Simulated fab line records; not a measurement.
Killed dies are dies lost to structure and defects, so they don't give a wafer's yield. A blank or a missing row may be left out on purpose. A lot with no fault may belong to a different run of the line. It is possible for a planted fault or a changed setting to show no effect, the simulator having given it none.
Matching of chambers :: flow nand_harc :: NHARC_A_BLC_ETCH_16 on rie_diel-06 has 4 sister chambers
The step etches the open film in CF4, target depth 39 nm, time 65 s. 14 wafers are shown with their chamber, then 7 later ones without.

## WAFERS PAIRED WITH THEIR CHAMBERS
wafer: L343.1
chamber: 2
showerhead_plenum_p_Torr (Torr): 1.87
drypump_motor_current_A (A): 5.8
oes_product_au (a.u.): 0.983

wafer: L343.2
chamber: 3
showerhead_plenum_p_Torr (Torr): 1.77
drypump_motor_current_A (A): 5.4
oes_product_au (a.u.): 1.023

wafer: L343.3
chamber: 1
showerhead_plenum_p_Torr (Torr): 1.79
drypump_motor_current_A (A): 5.4
oes_product_au (a.u.): 0.992

wafer: L344.1
chamber: 0
showerhead_plenum_p_Torr (Torr): 1.71
drypump_motor_current_A (A): 5.0
oes_product_au (a.u.): 1.016

wafer: L344.2
chamber: 3
showerhead_plenum_p_Torr (Torr): 1.77
drypump_motor_current_A (A): 5.4
oes_product_au (a.u.): 1.010

wafer: L344.4
chamber: 0
showerhead_plenum_p_Torr (Torr): 1.71
drypump_motor_current_A (A): 5.0
oes_product_au (a.u.): 1.009

wafer: L355.1
chamber: 0
showerhead_plenum_p_Torr (Torr): 1.71
drypump_motor_current_A (A): 5.0
oes_product_au (a.u.): 1.009

wafer: L355.2
chamber: 2
showerhead_plenum_p_Torr (Torr): 1.87
drypump_motor_current_A (A): 5.8
oes_product_au (a.u.): 1.005

wafer: L355.3
chamber: 1
showerhead_plenum_p_Torr (Torr): 1.79
drypump_motor_current_A (A): 5.4
oes_product_au (a.u.): 0.978

wafer: L362.2
chamber: 3
showerhead_plenum_p_Torr (Torr): 1.77
drypump_motor_current_A (A): 5.4
oes_product_au (a.u.): 0.998

wafer: L362.5
chamber: 2
showerhead_plenum_p_Torr (Torr): 1.86
drypump_motor_current_A (A): 5.8
oes_product_au (a.u.): 1.008

wafer: L362.6
chamber: 1
showerhead_plenum_p_Torr (Torr): 1.79
drypump_motor_current_A (A): 5.5
oes_product_au (a.u.): 0.982

wafer: L365.4
chamber: 1
showerhead_plenum_p_Torr (Torr): 1.79
drypump_motor_current_A (A): 5.4
oes_product_au (a.u.): 0.978

wafer: L365.5
chamber: 3
showerhead_plenum_p_Torr (Torr): 1.77
drypump_motor_current_A (A): 5.4
oes_product_au (a.u.): 0.998

SIGNATURES (averages over the wafers above)
reading: showerhead_plenum_p_Torr
chamber 0: 1.7100
chamber 1: 1.7900
chamber 2: 1.8667
chamber 3: 1.7700
scatter within a chamber: 0.00258

reading: drypump_motor_current_A
chamber 0: 5.000
chamber 1: 5.425
chamber 2: 5.800
chamber 3: 5.400
scatter within a chamber: 0.0274

reading: oes_product_au
chamber 0: 1.01133
chamber 1: 0.98250
chamber 2: 0.99867
chamber 3: 1.00725
scatter within a chamber: 0.00981
Rule: for a wafer and a chamber, the distance is found by dividing, reading by reading, the gap between the wafer's reading and the chamber's mean by the reading's scatter, squaring, summing and taking the root. If the next closest chamber is less than 2 further off than the closest, the wafer can't be placed; otherwise it belongs to the closest. The scatter: the root of (the sum of the squares of (reading less its chamber's mean) over the shown wafers, divided by (wafers less chambers)).

## WAFERS MISSING THEIR CHAMBER
wafer: L365.6
showerhead_plenum_p_Torr (Torr): 1.86
drypump_motor_current_A (A): 5.8
oes_product_au (a.u.): 1.013

wafer: L366.1
showerhead_plenum_p_Torr (Torr): 1.86
drypump_motor_current_A (A): 5.8
oes_product_au (a.u.): 1.012

wafer: L366.4
showerhead_plenum_p_Torr (Torr): 1.77
drypump_motor_current_A (A): 5.4
oes_product_au (a.u.): 0.990

wafer: L366.6
showerhead_plenum_p_Torr (Torr): 1.86
drypump_motor_current_A (A): 5.8
oes_product_au (a.u.): 1.009

wafer: L364.1
showerhead_plenum_p_Torr (Torr): 1.77
drypump_motor_current_A (A): 5.4
oes_product_au (a.u.): 1.003

wafer: L364.2
showerhead_plenum_p_Torr (Torr): 1.71
drypump_motor_current_A (A): 5.0
oes_product_au (a.u.): 1.023

wafer: L364.5
showerhead_plenum_p_Torr (Torr): 1.77
drypump_motor_current_A (A): 5.4
oes_product_au (a.u.): 1.004

## WHICH CHAMBER EACH WENT THROUGH
wafer: L365.6
from the rows above: 2
in truth: 2

wafer: L366.1
from the rows above: 2
in truth: 2

wafer: L366.4
from the rows above: 3
in truth: 3

wafer: L366.6
from the rows above: 2
in truth: 2

wafer: L364.1
from the rows above: 3
in truth: 3

wafer: L364.2
from the rows above: 0
in truth: 0

wafer: L364.5
from the rows above: 3
in truth: 3
Correct placement for 7 of the 7. Number that these rows cannot place: 0. Wrongly placed: 0.
